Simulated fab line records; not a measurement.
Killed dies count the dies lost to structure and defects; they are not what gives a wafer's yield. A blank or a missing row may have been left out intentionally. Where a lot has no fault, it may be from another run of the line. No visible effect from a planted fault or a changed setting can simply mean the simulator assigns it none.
One fault through the eyes of 2 desks -- flow nand harc -- each desk holds nothing but its own numbers, with what lay behind them at the end

THE TOOL OWNER'S DESK: litho track-06
The tool's own readings at NHARC_P_M2_PEB_07 (peb time 65 s): means of the sampled wafers that have a number, for each lot that ran on this tool. If a lot's mean is further than 4 standard deviations from the usual mean, the lot is out of limits and carries the mark OUT (the distance appears in the brackets).
Columns: A = resist line temp C at NHARC_P_M2_PEB_07, usual 23.00 C
lot,first seen here,A
L635,day 7 23:10,23.05
L637,day 8 20:41,22.97
L646,day 12 20:09,22.97
L647,day 13 16:17,23.08
Finding of this desk: none of the 4 lots has anything out of limits.

METROLOGY DESK
Means of the sampled wafers that have a number, per lot and without regard to the tool the lot ran on: this is what the gauges read. If a lot's mean is further than 4 standard deviations from the usual mean, the lot is out of limits and carries the mark OUT (the distance appears in the brackets).
Columns: A = cd nm at NHARC_P_M2_CD_MEAS_09, usual 169.9 nm; B = cd nm at NHARC_P_M2_CD_MEAS_16, usual 169.8 nm
lot,first seen here,A,B
L632,day 6 19:08,169.0,169.2
L635,day 7 23:14,170.0,169.8
L637,day 8 20:46,170.7,170.5
L638,day 9 08:06,168.8,168.6
L640,day 9 23:38,169.8,170.2
L646,day 12 20:14,171.3,171.6
L647,day 13 16:23,171.4,171.2
L652,day 14 20:19,169.8,170.0
L650,day 15 01:34,169.9,170.1
L653,day 15 10:53,169.9,169.9
L654,day 15 21:59,169.4,169.0
Finding of this desk: none of the 11 lots has anything out of limits.

ALL TOGETHER
The tool owner's desk saw nothing out of limits.
Nothing out of limits was seen by the metrology desk.

WHAT THE SIMULATOR PUT IN
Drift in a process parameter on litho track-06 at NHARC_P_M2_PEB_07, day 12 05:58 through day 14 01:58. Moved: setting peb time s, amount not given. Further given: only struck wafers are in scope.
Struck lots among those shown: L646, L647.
